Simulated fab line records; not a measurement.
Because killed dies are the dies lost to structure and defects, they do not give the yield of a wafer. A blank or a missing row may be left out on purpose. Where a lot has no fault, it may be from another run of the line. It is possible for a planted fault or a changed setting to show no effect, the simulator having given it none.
Chamber matching    flow nand-harc    NHARC_A_CHANNEL_FILL_D1_STRIP_28 on rie-diel-10: 4 sister chambers
The step strips in O2, time 20 s. 4 wafers are shown with their chamber, then 12 later ones without.

== WAFERS WITH THEIR CHAMBER ==
wafer   chamber  oes-product-au (a.u.)
L082.4  3        0.995
L087.2  1        0.999
L085.1  0        1.003
L085.6  2        0.989

== WAFERS WITHOUT THEIR CHAMBER ==
wafer   oes-product-au (a.u.)
L093.3  0.995
L093.4  1.010
L093.5  0.985
L091.3  1.001
L091.4  0.997
L091.5  0.998
L094.3  0.990
L094.4  0.989
L094.6  0.993
L097.1  0.994
L097.3  0.997
L097.4  0.994

== THE CHAMBER EACH PASSED THROUGH ==
wafer    from the rows above            in truth
L093.3   can't be placed: 3 or 1        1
L093.4   can't be placed: 0 or 1        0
L093.5   2                              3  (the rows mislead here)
L091.3   can't be placed: 1 or 0 or 3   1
L091.4   can't be placed: 1 or 3 or 0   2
L091.5   can't be placed: 1 or 3 or 0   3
L094.3   can't be placed: 2 or 3        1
L094.4   2                              2
L094.6   can't be placed: 3 or 2 or 1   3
L097.1   can't be placed: 3 or 1 or 2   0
L097.3   can't be placed: 1 or 3 or 0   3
L097.4   can't be placed: 3 or 1 or 2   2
Correct placement for 1 of the 12. From these rows, 10 cannot be placed; in 7 the true chamber is one of the candidates. 1 placed wrongly.
How it was worked out, from the rows above alone: a wafer's distance from a chamber is the root of the sum, over the readings, of the square of ((its reading less the chamber's mean) divided by the reading's scatter). The wafer belongs to the nearest chamber; if the next one is less than 2 further off, it can't be placed. For every chamber, the mean is computed from those of its wafers that are shown. The scatter (one wafer shown for each chamber): square how far every hidden wafer sits from the nearest shown wafer, average those squares and take the square root.
